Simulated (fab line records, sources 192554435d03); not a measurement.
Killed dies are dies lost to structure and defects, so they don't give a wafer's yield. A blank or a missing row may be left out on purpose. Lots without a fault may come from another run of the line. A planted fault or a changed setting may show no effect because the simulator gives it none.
fab line records | flow n5_finfet
record lots=24 wafers=72 last_day=18
route steps=1938 shown HKMG_FIN@449 GATE_CUT@475
lots that met no fault: from a run of the same line without faults
start_h: hours from the record's first day to the start of the lot's first wafer shown | wait_h: hours since the lot's step before | " the same as in the row above | L1.1+2: a row that stands for several wafers | - no value, or no start given | * or withheld: withheld | < > ~ a bound
route shown NAME@n: a module of which the file shows steps, and the number in the route of the first | usual: mean/standard deviation of fault-free wafers | same: alike in all rows | chamber/n: place in a boat | sites: the reading at each site | _std_site: their standard deviation | _edge_site: outer sites' mean less inner sites' | radius_mm: how far each site lies from the wafer's centre | mask NAME#n: copy n | behind: the tool/chamber that last shaped the wafer | hold: why the lot was held/for how many hours/how that ended | device: the transistor (n, p or np) that didn't switch | end of line: the same wafers' tests at the end of the route | a step without rows: its recipe alone | killed: dies lost to structure and defects at the first sort, not the wafer's yield | map: a wafer's dies, x killed, . not, _ none there
set.NAME: the setting as run; set.NAME@STEP: as run at that earlier step | model.NAME: the simulator's own value behind a step, which no gauge read
steps of the route over a sample of lots; a table a step, a row a wafer
services: from which hour (start_h, from the record's first day; less than 0 if before it) a tool's chamber was out of use, for how many hours, and why
## steps
# step N5_HKMG_FIN_ALD_71
# recipe material=TiN target_thk_a=10 temp_c=400 ald_precursor_family=TiCl4 ald_co_reactant=NH3 pulse_time_s=1 purge_time_s=3 co_reactant_purge_time_s=2 co_reactant_pulse_time_s=2 ald_cycles=47 pressure_torr=3
# usual heater_power_w=889/77 precursor_pulse_height_rel=1.001/0.019
# same co_reactant_purge_time_s=2
# columns lot.wafer tool chamber start_h wait_h heater_power_w precursor_pulse_height_rel
L074.3 ald_metal-03 1 78.02 0.0 925 1.020
L074.4 " 2 " " 830 0.989
L074.5 " 0 " " 814 1.006
L075.2 ald_metal-03 3 82.27 0.0 1049 1.027
L075.3 " 2 " " 823 0.994
L075.5 " 1 " " 965 1.009
L076.1 ald_metal-03 0 88.81 0.0 806 0.996
L076.2 " 2 " " 802 0.966
L076.4 " 1 " " 907 0.970
L077.4 ald_metal-04 0 96.10 0.0 921 0.987
L077.5 " 1 " " 952 1.010
L077.6 " 0 " " 924 1.044
L078.2 ald_metal-04 1 99.90 0.0 955 0.994
L078.3 " 3 " " 862 0.964
L078.6 " 3 " " 833 1.014
L079.2 ald_metal-03 0 110.24 0.0 795 1.020
L079.3 " 2 " " 821 1.016
L079.4 " 3 " " 1034 0.994
L080.2 ald_metal-03 1 112.87 0.0 923 1.014
L080.4 " 0 " " 800 1.011
L080.5 " 0 " " 811 0.976
L081.2 ald_metal-04 0 124.64 0.0 941 0.993
L081.5 " 1 " " 951 0.994
L081.6 " 0 " " 923 1.011
L082.1 ald_metal-01 1 128.10 0.0 892 0.980
L082.2 " 2 " " 794 1.006
L082.6 " 2 " " 795 1.018
L083.4 ald_metal-04 1 130.71 0.0 958 1.024
L083.5 " 3 " " 832 1.022
L083.6 " 0 " " 921 1.019
L084.2 ald_metal-01 3 143.94 0.0 832 0.973
L084.4 " 1 " " 902 0.998
L084.6 " 1 " " 882 1.012
L085.1 ald_metal-03 2 146.96 0.0 829 1.000
L085.4 " 0 " " 827 1.012
L085.5 " 2 " " 808 1.014
L086.1 ald_metal-04 2 153.34 0.0 993 1.002
L086.4 " 3 " " 823 1.026
L086.6 " 3 " " 855 1.022
L087.1 ald_metal-03 2 158.95 0.0 843 1.012
L087.2 " 3 " " 1054 0.993
L087.3 " 0 " " 831 0.999
L088.1 ald_metal-04 2 160.30 0.0 970 0.994
L088.3 " 1 " " 945 1.021
L088.4 " 3 " " 820 1.016
L089.4 ald_metal-03 2 166.96 0.0 806 0.984
L089.5 " 0 " " 826 0.971
L089.6 " 3 " " 1015 0.969
L090.1 ald_metal-01 3 173.29 0.0 847 0.966
L090.2 " 0 " " 786 0.982
L090.3 " 1 " " 896 1.013
L091.1 ald_metal-03 2 177.29 0.0 835 0.977
L091.3 " 0 " " 806 1.019
L091.6 " 1 " " 921 1.002
L092.1 ald_metal-01 1 188.17 0.0 887 0.966
L092.4 " 2 " " 788 0.970
L092.5 " 3 " " 843 0.977
L093.1 ald_metal-04 3 194.12 0.0 845 0.988
L093.4 " 2 " " 962 0.980
L093.6 " 0 " " 933 1.019
L094.2 ald_metal-01 3 198.78 0.0 856 1.019
L094.3 " 0 " " 792 0.991
L094.6 " 0 " " 785 1.012
L095.2 ald_metal-04 1 209.09 0.0 957 1.009
L095.4 " 3 " " 843 0.987
L095.5 " 0 " " 938 0.985
L097.2 ald_metal-01 2 217.60 0.0 798 1.003
L097.3 " 1 " " 874 0.992
L097.5 " 0 " " 786 0.998
L096.3 ald_metal-04 3 218.13 0.0 862 0.997
L096.4 " 0 " " 916 1.000
L096.6 " 2 " " 987 1.015
# step N5_HKMG_FIN_ALD_72
# recipe material=W target_thk_a=20 temp_c=300 pressure_torr=7.5 ald_precursor_family=WF6 ald_co_reactant=B2H6 pulse_time_s=1 purge_time_s=2 co_reactant_purge_time_s=2 co_reactant_pulse_time_s=3 ald_cycles=7
# usual heater_power_w=469/35 precursor_pulse_height_rel=1.005/0.021
# same co_reactant_purge_time_s=2
# columns lot.wafer tool chamber start_h wait_h heater_power_w precursor_pulse_height_rel
L074.3 cvd_w-02 0 79.49 0.2 448 0.994
L074.4 " 1 " " 460 1.012
L074.5 " 0 " " 440 1.019
L075.2 cvd_w-02 1 83.71 0.2 445 0.984
L075.3 " 1 " " 451 1.029
L075.5 " 0 " " 462 1.032
L076.1 cvd_w-01 1 90.26 0.2 525 1.028
L076.2 " 0 " " 455 1.021
L076.4 " 0 " " 442 1.043
L077.4 cvd_w-02 0 97.56 0.2 472 1.001
L077.5 " 0 " " 451 0.998
L077.6 " 1 " " 443 0.974
L078.2 cvd_w-02 0 101.49 0.2 450 0.987
L078.3 " 0 " " 460 1.009
L078.6 " 0 " " 444 1.008
L079.2 cvd_w-02 0 111.99 0.5 467 1.003
L079.3 " 0 " " 455 0.979
L079.4 " 1 " " 456 1.002
L080.2 cvd_w-02 0 114.35 0.2 446 1.018
L080.4 " 1 " " 445 1.009
L080.5 " 1 " " 455 0.988
L081.2 cvd_w-01 1 126.09 0.2 530 0.984
L081.5 " 0 " " 442 1.002
L081.6 " 1 " " 527 1.024
L082.1 cvd_w-02 0 129.55 0.2 450 1.030
L082.2 " 1 " " 450 1.012
L082.6 " 1 " " 453 1.017
L083.4 cvd_w-01 1 132.20 0.2 542 1.015
L083.5 " 0 " " 446 1.003
L083.6 " 1 " " 547 1.010
L084.2 cvd_w-02 0 145.43 0.2 447 1.027
L084.4 " 0 " " 454 0.994
L084.6 " 1 " " 455 1.029
L085.1 cvd_w-01 1 148.57 0.2 524 1.019
L085.4 " 1 " " 526 1.036
L085.5 " 1 " " 528 1.005
L086.1 cvd_w-02 0 154.79 0.2 449 0.965
L086.4 " 0 " " 462 0.996
L086.6 " 1 " " 457 1.009
L087.1 cvd_w-02 1 160.40 0.2 454 1.022
L087.2 " 0 " " 459 0.998
L087.3 " 0 " " 462 1.007
L088.1 cvd_w-01 1 161.77 0.2 524 0.976
L088.3 " 0 " " 446 1.014
L088.4 " 1 " " 514 1.000
L089.4 cvd_w-01 1 168.43 0.2 533 1.011
L089.5 " 1 " " 519 0.981
L089.6 " 0 " " 442 0.993
L090.1 cvd_w-02 1 174.84 0.2 459 0.999
L090.2 " 0 " " 446 0.981
L090.3 " 1 " " 454 1.045
L091.1 cvd_w-02 1 178.75 0.2 455 0.992
L091.3 " 1 " " 445 1.020
L091.6 " 0 " " 457 1.008
L092.1 cvd_w-01 0 189.67 0.2 454 1.001
L092.4 " 0 " " 445 0.996
L092.5 " 0 " " 456 1.002
L093.1 cvd_w-01 0 195.57 0.2 442 0.996
L093.4 " 0 " " 433 1.033
L093.6 " 1 " " 531 1.005
L094.2 cvd_w-01 0 200.27 0.2 441 0.963
L094.3 " 1 " " 535 1.038
L094.6 " 0 " " 451 0.990
L095.2 cvd_w-01 0 210.54 0.2 453 0.998
L095.4 " 1 " " 547 0.976
L095.5 " 0 " " 441 1.007
L097.2 cvd_w-02 1 219.07 0.2 456 0.986
L097.3 " 1 " " 450 0.990
L097.5 " 0 " " 453 1.014
L096.3 cvd_w-01 0 219.59 0.2 448 1.020
L096.4 " 1 " " 536 1.005
L096.6 " 1 " " 529 0.947
# step N5_HKMG_FIN_CMP_94
# recipe stop_on=SiNx post_cmp_clean=w_dilute_nh4oh t_overpolish_s=4.7 down_force_psi=4 platen_rpm=50.289 pad_velocity_m_s=1.0006 target_thk_nm=43.299
# usual head_pressure_psi=4.000/0.0087 motor_current_A=11.8/0.93 slurry_flow_ml_min=150.0/0.44
# columns lot.wafer tool chamber start_h wait_h head_pressure_psi motor_current_A slurry_flow_ml_min
L074.4 cmp-01 3 80.29 0.4 4.004 12.1 150.2
L074.3 " 0 " " 3.996 12.4 150.4
L074.5 " 0 " " 4.004 11.7 149.7
L075.2 cmp-04 2 84.36 0.4 3.998 10.6 150.0
L075.3 " 0 " " 4.002 11.4 149.9
L075.5 " 3 " " 4.014 12.1 150.2
L076.2 cmp-04 1 90.94 0.4 3.998 13.0 149.7
L076.1 " 2 " " 3.995 10.2 149.6
L076.4 " 3 " " 4.009 12.4 150.2
L077.4 cmp-01 2 98.22 0.3 4.004 13.6 151.0
L077.6 " 1 " " 4.011 12.6 149.9
L077.5 " 2 " " 3.998 13.0 150.9
L078.2 cmp-01 3 102.21 0.4 4.004 11.5 149.2
L078.3 " 0 " " 3.997 11.8 150.5
L078.6 " 0 " " 3.993 12.1 150.2
L079.4 cmp-03 3 112.67 0.3 4.000 12.5 150.0
L079.3 " 0 " " 4.001 11.2 150.2
L079.2 " 1 " " 4.011 10.8 150.4
L080.4 cmp-03 1 115.00 0.4 3.996 10.2 149.5
L080.2 " 0 " " 3.983 10.9 149.9
L080.5 " 2 " " 4.000 10.4 149.9
L081.2 cmp-01 0 126.74 0.4 3.998 11.5 150.4
L081.6 " 0 " " 4.013 12.2 150.8
L081.5 " 1 " " 4.003 12.3 150.2
L082.2 cmp-03 1 130.21 0.4 4.008 10.4 149.7
L082.1 " 3 " " 3.993 12.6 150.2
L082.6 " 2 " " 4.000 10.7 149.3
L083.4 cmp-03 1 133.06 0.6 3.978 10.7 148.9
L083.6 " 1 " " 3.973 10.7 149.5
L083.5 " 2 " " 3.994 11.1 149.6
L084.2 cmp-01 2 146.08 0.4 3.997 13.2 149.3
L084.4 " 3 " " 4.017 11.5 149.7
L084.6 " 3 " " 4.009 11.8 150.3
L085.4 cmp-01 1 149.23 0.4 3.990 12.2 150.5
L085.1 " 2 " " 4.000 13.6 150.1
L085.5 " 2 " " 4.015 12.5 149.4
L086.4 cmp-01 1 155.50 0.3 4.001 11.9 150.2
L086.1 " 2 " " 3.996 13.2 150.4
L086.6 " 3 " " 4.008 12.5 150.5
L087.3 cmp-03 2 161.05 0.4 3.993 10.8 150.2
L087.1 " 0 " " 4.012 10.5 150.5
L087.2 " 1 " " 3.992 11.3 150.5
L088.4 cmp-04 0 162.55 0.3 4.008 11.3 150.1
L088.1 " 1 " " 4.003 13.2 149.7
L088.3 " 2 " " 4.006 10.7 150.4
L089.4 cmp-04 3 169.12 0.3 3.997 11.9 149.0
L089.5 " 1 " " 4.002 13.3 150.6
L089.6 " 2 " " 3.989 11.1 150.3
L090.1 cmp-04 0 175.49 0.4 3.994 12.1 149.7
L090.3 " 1 " " 3.990 13.2 150.0
L090.2 " 3 " " 3.994 12.4 150.1
L091.1 cmp-04 0 179.46 0.3 4.003 11.1 150.5
L091.3 " 1 " " 3.998 12.6 149.9
L091.6 " 2 " " 3.997 10.8 150.0
L092.4 cmp-03 3 190.34 0.4 3.999 12.5 150.6
L092.1 " 2 " " 3.998 10.6 150.1
L092.5 " 3 " " 4.004 12.6 150.0
L093.1 cmp-04 1 196.31 0.3 4.005 13.3 150.0
L093.4 " 2 " " 4.003 10.5 150.5
L093.6 " 3 " " 3.995 12.3 150.3
L094.2 cmp-01 3 200.98 0.3 4.000 12.2 150.0
L094.3 " 0 " " 3.993 11.7 149.9
L094.6 " 3 " " 4.009 12.4 149.8
L095.2 cmp-01 3 211.19 0.4 3.979 11.4 150.0
L095.4 " 0 " " 4.000 11.4 149.8
L095.5 " 0 " " 4.000 11.8 149.6
L097.3 cmp-03 2 219.78 0.3 4.009 11.1 150.0
L097.2 " 3 " " 4.008 12.6 150.3
L097.5 " 1 " " 4.008 10.5 149.6
L096.4 cmp-04 3 220.27 0.4 3.998 12.5 150.1
L096.3 " 0 " " 3.998 12.0 150.2
L096.6 " 0 " " 4.004 11.7 149.9
# step N5_HKMG_FIN_INSPECT_28
# recipe inspect_instrument=darkfield mode=post_cmp
# usual raw_defect_count=41/15
# columns lot.wafer tool chamber start_h wait_h raw_defect_count
L074.3 defect_inspect-02 - 80.52 0.0 36
L074.4 " - " " 36
L074.5 " - " " 42
L075.2 defect_inspect-02 - 84.59 0.0 52
L075.3 " - " " 34
L075.5 " - " " 65
L076.1 defect_inspect-02 - 91.15 0.0 36
L076.2 " - " " 39
L076.4 " - " " 25
L077.4 defect_inspect-02 - 98.43 0.0 46
L077.5 " - " " 20
L077.6 " - " " 28
L078.2 defect_inspect-02 - 102.45 0.0 54
L078.3 " - " " 63
L078.6 " - " " 42
L079.2 defect_inspect-01 - 112.88 0.0 40
L079.3 " - " " 33
L079.4 " - " " 60
L080.2 defect_inspect-01 - 115.23 0.0 42
L080.4 " - " " 43
L080.5 " - " " 38
L081.2 defect_inspect-01 - 126.97 0.0 29
L081.5 " - " " 34
L081.6 " - " " 51
L082.1 defect_inspect-01 - 130.44 0.0 45
L082.2 " - " " 22
L082.6 " - " " 75
L083.4 defect_inspect-01 - 133.30 0.0 78
L083.5 " - " " 70
L083.6 " - " " 33
L084.2 defect_inspect-01 - 146.31 0.0 11
L084.4 " - " " 24
L084.6 " - " " 23
L085.1 defect_inspect-01 - 149.46 0.0 46
L085.4 " - " " 50
L085.5 " - " " 28
L086.1 defect_inspect-01 - 155.67 0.0 45
L086.4 " - " " 18
L086.6 " - " " 33
L087.1 defect_inspect-01 - 161.28 0.0 47
L087.2 " - " " 31
L087.3 " - " " 32
L088.1 defect_inspect-01 - 162.76 0.0 15
L088.3 " - " " 42
L088.4 " - " " 34
L089.4 defect_inspect-01 - 169.30 0.0 51
L089.5 " - " " 48
L089.6 " - " " 29
L090.1 defect_inspect-02 - 175.72 0.0 22
L090.2 " - " " 44
L090.3 " - " " 28
L091.1 defect_inspect-02 - 179.63 0.0 57
L091.3 " - " " 43
L091.6 " - " " 28
L092.1 defect_inspect-01 - 190.61 0.1 28
L092.4 " - " " 42
L092.5 " - " " 39
L093.1 defect_inspect-02 - 196.48 0.0 42
L093.4 " - " " 44
L093.6 " - " " 43
L094.2 defect_inspect-02 - 201.18 0.0 38
L094.3 " - " " 74
L094.6 " - " " 51
L095.2 defect_inspect-01 - 211.42 0.0 36
L095.4 " - " " 32
L095.5 " - " " 44
L097.2 defect_inspect-01 - 219.95 0.0 24
L097.3 " - " " 38
L097.5 " - " " 47
L096.3 defect_inspect-02 - 220.50 0.0 41
L096.4 " - " " 44
L096.6 " - " " 33
# step N5_GATE_CUT_CMP_02
# recipe stop_on=SiO2 t_overpolish_s=12.7 post_cmp_clean=alkaline_brush down_force_psi=2.5 platen_rpm=51.8 pad_velocity_m_s=1.0307 target_thk_nm=0
# usual head_pressure_psi=2.501/0.0053 motor_current_A=8.4/0.78 overpolish_run_s=12.699/0.0085 slurry_flow_ml_min=150.0/0.48 time_to_endpoint_s=26.3/2.9
# columns lot.wafer tool chamber start_h wait_h head_pressure_psi motor_current_A overpolish_run_s slurry_flow_ml_min time_to_endpoint_s
L074.3 cmp-01 0 83.69 0.1 2.502 9.1 12.708 150.1 23.9
L074.4 " 2 " " 2.499 10.0 12.694 149.8 25.8
L074.5 " 0 " " 2.502 8.4 12.692 149.9 25.3
L075.3 cmp-02 1 87.67 0.1 2.499 8.1 12.710 150.2 26.4
L075.2 " 2 " " 2.505 6.9 12.699 150.0 27.7
L075.5 " 1 " " 2.495 8.4 12.705 150.0 27.7
L076.1 cmp-03 3 94.48 0.1 2.496 9.4 12.718 149.6 29.0
L076.2 " 0 " " 2.499 8.3 12.698 149.2 24.5
L076.4 " 1 " " 2.498 8.0 12.708 150.4 30.7
L077.4 cmp-02 3 102.21 0.0 2.500 8.1 12.694 149.6 35.5
L077.5 " 3 " " 2.503 7.9 12.702 149.3 32.9
L077.6 " 0 " " 2.501 8.6 12.722 149.2 27.9
L078.2 cmp-01 1 105.36 0.1 2.497 9.0 12.696 149.4 25.7
L078.3 " 3 " " 2.510 8.3 12.685 150.5 25.8
L078.6 " 1 " " 2.501 9.0 12.689 150.3 25.7
L079.3 cmp-03 3 115.83 0.1 2.513 9.6 12.681 150.4 28.1
L079.2 " 0 " " 2.498 8.2 12.694 149.2 23.0
L079.4 " 1 " " 2.501 7.9 12.693 149.9 27.3
L080.2 cmp-02 2 118.25 0.1 2.497 6.9 12.711 150.1 28.8
L080.4 " 3 " " 2.502 7.9 12.710 149.5 34.4
L080.5 " 2 " " 2.501 7.2 12.698 150.0 29.3
L081.2 cmp-02 3 129.93 0.1 2.501 8.3 12.694 149.9 26.7
L081.6 " 2 " " 2.502 7.3 12.687 150.6 28.3
L081.5 " 3 " " 2.500 8.4 12.694 149.2 31.3
L082.1 cmp-03 0 133.43 0.1 2.496 8.4 12.695 150.6 23.0
L082.2 " 1 " " 2.502 7.4 12.706 149.8 26.2
L082.6 " 0 " " 2.502 8.1 12.693 151.0 20.7
L083.4 cmp-01 0 136.67 0.1 2.502 8.7 12.695 149.8 24.3
L083.5 " 3 " " 2.502 8.7 12.697 149.6 24.6
L083.6 " 0 " " 2.504 8.7 12.710 149.6 24.4
L084.4 cmp-02 3 149.26 0.1 2.508 7.9 12.695 151.4 30.4
L084.2 " 0 " " 2.500 9.2 12.691 149.8 24.6
L084.6 " 2 " " 2.495 7.0 12.691 150.4 25.5
L085.1 cmp-03 1 152.42 0.1 2.491 7.6 12.698 150.2 31.1
L085.4 " 3 " " 2.489 9.6 12.702 150.1 27.1
L085.5 " 1 " " 2.501 7.9 12.711 150.7 28.8
L086.4 cmp-02 3 158.64 0.1 2.510 8.5 12.689 149.9 29.6
L086.1 " 0 " " 2.493 8.9 12.710 150.2 27.1
L086.6 " 3 " " 2.506 8.5 12.697 150.2 31.3
L087.2 cmp-03 3 164.19 0.1 2.500 9.6 12.708 150.5 27.6
L087.3 " 0 " " 2.498 7.8 12.698 150.1 25.6
L087.1 " 1 " " 2.501 8.0 12.696 149.2 27.6
L088.1 cmp-03 1 166.63 0.3 2.496 8.1 12.701 149.4 28.1
L088.4 " 2 " " 2.503 8.6 12.697 149.8 23.1
L088.3 " 3 " " 2.501 9.6 12.695 150.3 22.0
L089.4 cmp-03 2 172.46 0.1 2.504 8.4 12.703 149.9 21.4
L089.5 " 0 " " 2.505 8.6 12.694 150.1 26.0
L089.6 " 1 " " 2.500 8.1 12.708 150.0 26.5
L090.2 cmp-03 1 178.69 0.1 2.500 7.6 12.687 149.8 27.5
L090.1 " 2 " " 2.510 7.8 12.692 150.1 20.8
L090.3 " 3 " " 2.495 9.7 12.710 150.2 26.6
L091.3 cmp-01 2 182.76 0.1 2.491 10.1 12.686 149.5 28.7
L091.1 " 3 " " 2.506 8.7 12.705 149.3 26.0
L091.6 " 2 " " 2.501 10.1 12.699 149.2 28.8
L092.4 cmp-02 1 193.71 0.0 2.500 8.1 12.690 149.7 25.4
L092.1 " 0 " " 2.496 9.0 12.685 149.8 24.1
L092.5 " 1 " " 2.501 7.8 12.695 149.8 28.3
L093.4 cmp-02 2 199.46 0.1 2.497 7.0 12.689 150.1 26.4
L093.1 " 3 " " 2.503 8.3 12.696 150.4 31.8
L093.6 " 1 " " 2.505 8.3 12.694 149.4 28.5
L094.2 cmp-03 3 204.13 0.1 2.490 9.9 12.716 150.1 24.7
L094.3 " 0 " " 2.503 8.4 12.701 149.5 24.6
L094.6 " 2 " " 2.498 8.2 12.706 149.7 22.4
L095.2 cmp-01 3 214.33 0.1 2.500 8.3 12.700 150.2 22.6
L095.4 " 0 " " 2.496 8.6 12.693 149.8 24.6
L095.5 " 0 " " 2.493 8.5 12.690 149.6 23.7
L097.3 cmp-03 0 222.90 0.1 2.488 8.4 12.691 150.5 25.3
L097.2 " 2 " " 2.501 8.1 12.706 150.6 23.2
L097.5 " 3 " " 2.494 9.3 12.709 149.5 26.0
L096.4 cmp-02 1 223.64 0.1 2.505 8.0 12.706 150.1 25.1
L096.3 " 0 " " 2.494 8.9 12.690 149.1 24.5
L096.6 " 1 " " 2.501 8.1 12.699 150.7 28.3
# step N5_GATE_CUT_ETCH_28
# recipe chemistry=N2/H2 target=underlayer target_depth_a=130 mask_material=CAR-EUV time_s=10.4 ion_energy_ev=200 pressure_mtorr=30 source_w=840 bias_w=150 n2_flow_sccm=200 h2_flow_sccm=200 ends=cleared
# usual chamber_pressure_mTorr=30.001/0.028 drypump_motor_current_A=5.8/0.38 etch_rf_on_time_s=10.32/0.23 h2_flow_sccm=200.0/0.61 oes_product_au=0.69/0.073 rf_vpp_V=523.7/2.7 showerhead_plenum_p_Torr=2.54/0.094 throttle_valve_pct=17.90/0.21
# columns lot.wafer tool chamber start_h wait_h chamber_pressure_mTorr drypump_motor_current_A etch_rf_on_time_s h2_flow_sccm oes_product_au rf_hours_counter_h rf_vpp_V showerhead_plenum_p_Torr throttle_valve_pct
L074.3 rie_diel-02 3 85.66 0.0 30.028 5.4 10.43 200.8 0.64 130 524.8 2.55 17.76
L074.4 " 3 " " 29.919 5.4 10.43 200.6 0.65 - 522.7 2.55 17.76
L074.5 " 0 " " 30.011 5.0 10.21 200.2 0.69 - 517.8 2.37 17.97
L075.2 rie_diel-03 0 88.61 0.0 29.988 5.4 10.37 199.8 0.64 157 522.7 2.54 18.26
L075.3 " 3 " " 29.956 6.3 10.31 199.8 0.73 74 528.2 2.68 17.74
L075.5 " 1 " " 30.003 5.8 9.95 200.2 0.61 - 524.6 2.63 18.22
L076.1 rie_diel-03 0 95.43 0.0 30.003 5.4 10.40 200.3 0.64 159 523.8 2.54 18.27
L076.2 " 1 " " 29.983 5.8 9.96 200.4 0.60 237 525.6 2.63 18.21
L076.4 " 2 " " 29.977 5.7 10.26 199.3 0.76 30 524.1 2.59 17.77
L077.4 rie_diel-03 2 103.16 0.0 29.987 5.7 10.35 198.9 0.76 32 525.9 2.59 17.77
L077.5 " 2 " " 29.987 5.7 10.37 199.7 0.76 - 525.1 2.59 17.77
L077.6 " 1 " " 30.011 5.8 9.96 200.8 0.61 - 525.3 2.63 18.24
L078.2 rie_diel-03 0 106.31 0.0 29.974 5.4 10.42 199.8 0.63 163 523.5 2.54 18.28
L078.3 " 1 " " 29.981 5.8 9.94 200.0 0.60 241 524.3 2.63 18.24
L078.6 " 1 " " 29.983 5.8 10.01 200.4 0.60 - 526.9 2.63 18.23
L079.2 rie_diel-03 3 116.62 0.0 29.980 6.3 10.37 200.1 0.72 82 527.5 2.68 17.75
L079.3 " 1 " " 29.993 5.8 9.99 200.6 0.60 244 526.2 2.63 18.23
L079.4 " 2 " " 29.995 5.7 10.25 199.3 0.76 35 522.7 2.59 17.78
L080.2 rie_diel-04 3 119.07 0.0 30.005 6.0 10.38 199.0 0.60 245 523.4 2.50 18.02
L080.4 " 0 " " 29.979 6.4 10.50 200.1 0.69 91 516.3 2.35 17.85
L080.5 " 1 " " 30.023 6.2 10.00 199.6 0.72 - 524.2 2.58 17.76
L081.2 rie_diel-04 2 131.00 0.0 30.029 5.5 10.77 201.6 0.57 239 526.6 2.60 18.02
L081.5 " 1 " " 30.034 6.2 10.01 201.4 0.70 - 525.3 2.58 17.76
L081.6 " 0 " " 30.044 6.4 10.45 200.8 0.68 - 519.3 2.35 17.85
L082.1 rie_diel-04 2 134.34 0.0 29.976 5.5 10.84 199.7 0.57 240 526.4 2.60 18.01
L082.2 " 0 " " 29.979 6.3 10.49 199.9 0.68 95 519.1 2.35 17.86
L082.6 " 0 " " 30.029 6.3 10.47 200.0 0.69 - 519.9 2.35 17.85
L083.4 rie_diel-03 0 137.73 0.0 29.995 5.4 10.41 199.5 0.63 170 523.6 2.53 18.29
L083.5 " 1 " " 30.043 5.8 9.99 198.0 0.60 - 525.5 2.62 18.24
L083.6 " 0 " " 29.995 5.4 10.41 200.0 0.63 - 525.8 2.53 18.28
L084.2 rie_diel-02 1 150.33 0.0 30.029 5.2 10.32 200.0 0.78 16 523.4 2.49 17.55
L084.4 " 3 " " 29.979 5.5 10.42 199.7 0.63 151 524.8 2.54 17.81
L084.6 " 0 " " 30.013 5.0 10.45 200.5 0.67 - 518.8 2.36 18.01
L085.1 rie_diel-03 2 153.30 0.0 30.000 5.7 10.43 198.5 0.74 46 525.1 2.59 17.79
L085.4 " 0 " " 30.003 5.4 10.55 200.0 0.62 - 524.3 2.53 18.26
L085.5 " 3 " " 30.018 6.3 10.49 199.8 0.70 - 526.0 2.67 17.77
L086.1 rie_diel-03 3 159.45 0.0 29.982 6.3 10.48 199.7 0.70 95 527.6 2.67 17.79
L086.4 " 3 " " 29.987 6.3 10.53 199.7 0.70 - 527.9 2.67 17.78
L086.6 " 0 " " 29.970 5.4 10.59 200.3 0.61 - 521.8 2.53 18.30
L087.1 rie_diel-04 0 165.51 0.0 29.955 6.4 10.72 200.6 0.66 108 516.6 2.35 17.87
L087.2 " 1 " " 29.962 6.2 10.14 199.7 0.69 93 525.1 2.57 17.79
L087.3 " 3 " " 29.981 6.0 10.10 199.8 0.85 0 522.7 2.50 17.60
L088.1 rie_diel-02 1 167.65 0.0 29.949 5.2 10.15 199.5 0.77 21 521.7 2.49 17.55
L088.3 " 2 " " 30.029 5.8 10.30 199.9 0.59 221 524.4 2.52 17.89
L088.4 " 0 " " 29.990 5.0 10.29 200.3 0.67 143 518.5 2.36 18.01
L089.4 rie_diel-04 0 173.34 0.0 29.953 6.4 10.58 199.9 0.67 - 516.9 2.34 17.89
L089.5 " 1 " " 29.988 6.2 9.84 199.9 0.70 - 523.5 2.57 17.77
L089.6 " 3 " " 30.029 6.0 10.00 199.6 0.84 - 521.6 2.50 17.63
L090.1 rie_diel-03 0 179.55 0.0 30.022 5.4 10.55 199.7 0.62 186 523.6 2.53 18.32
L090.2 " 3 " " 29.967 6.3 10.64 200.4 0.69 103 527.7 2.67 17.79
L090.3 " 1 " " 29.977 5.8 10.16 199.7 0.84 2 525.9 2.62 17.78
L091.1 rie_diel-03 1 183.76 0.0 30.019 5.8 10.02 200.5 0.85 3 526.3 2.62 17.79
L091.3 " 0 " " 30.040 5.4 10.41 199.9 0.62 187 523.1 2.53 18.31
L091.6 " 0 " " 29.995 5.4 10.35 200.1 0.62 - 523.5 2.53 18.30
L092.1 rie_diel-04 2 194.63 0.0 29.980 5.5 10.33 200.4 0.84 2 525.1 2.59 17.65
L092.4 " 1 " " 30.005 6.2 9.99 201.4 0.69 104 525.4 2.57 17.80
L092.5 " 3 " " 30.013 6.1 10.13 201.0 0.81 - 522.5 2.49 17.63
L093.1 rie_diel-03 1 200.38 0.0 29.962 5.8 10.12 199.6 0.81 9 524.3 2.62 17.79
L093.4 " 3 " " 29.961 6.3 10.41 199.8 0.69 111 527.9 2.67 17.81
L093.6 " 2 " " 30.046 5.7 10.38 200.0 0.71 - 525.5 2.58 17.83
L094.2 rie_diel-02 2 205.06 0.0 30.001 5.8 10.39 201.1 0.59 231 522.3 2.52 17.89
L094.3 " 3 " " 29.992 5.4 10.40 199.5 0.62 167 521.9 2.53 17.84
L094.6 " 3 " " 30.020 5.5 10.42 198.9 0.61 - 524.0 2.53 17.81
L095.2 rie_diel-03 1 215.18 0.0 30.005 5.8 10.21 199.4 0.80 12 525.0 2.62 17.80
L095.4 " 0 " " 29.996 5.4 10.61 199.5 0.60 197 522.5 2.52 18.33
L095.5 " 0 " " 30.029 5.4 10.64 200.8 0.60 - 523.6 2.52 18.32
L097.2 rie_diel-04 1 224.07 0.0 29.997 6.2 10.04 199.7 0.68 113 523.5 2.56 17.82
L097.3 " 3 " " 30.015 6.0 10.06 199.6 0.80 21 522.4 2.49 17.63
L097.5 " 2 " " 30.033 5.5 10.50 199.5 0.80 - 524.9 2.59 17.68
L096.3 rie_diel-04 3 224.46 0.0 30.011 6.1 10.03 198.7 0.80 21 521.5 2.49 17.64
L096.4 " 0 " " 29.998 6.3 10.53 200.2 0.66 129 519.9 2.34 17.90
L096.6 " 1 " " 29.985 6.2 9.94 200.4 0.68 - 524.7 2.56 17.82
## services
# columns tool chamber start_h hours kind
cmp-02 - 60.17 4.0 pm
ald_metal-03 - 68.74 1.7 repair
rie_diel-04 - 69.57 28.1 pm
cmp-04 - 69.77 5.2 pm
ald_metal-04 - 76.84 6.0 pm
cmp-03 - 78.65 10.7 pm
cmp-04 - 79.54 0.7 repair
cvd_w-01 - 81.34 6.9 pm
cmp-02 - 95.02 0.8 repair
cvd_w-02 1 100.80 7.1 repair
cvd_w-01 - 108.77 6.0 pm
cmp-03 - 116.87 4.2 pm
ald_metal-03 - 122.27 14.6 pm
cmp-03 - 126.97 0.4 repair
rie_diel-03 1 144.94 3.3 repair
cmp-02 - 161.40 8.3 pm
cmp-01 - 164.60 2.4 repair
cvd_w-02 - 166.68 6.9 pm
ald_metal-04 - 198.45 2.6 repair
cmp-03 - 200.43 2.5 repair
cmp-02 - 201.77 6.7 pm
cvd_w-01 - 203.18 1.6 repair
cmp-02 - 209.12 0.2 repair
cmp-01 - 220.21 6.4 pm
## key
fault none
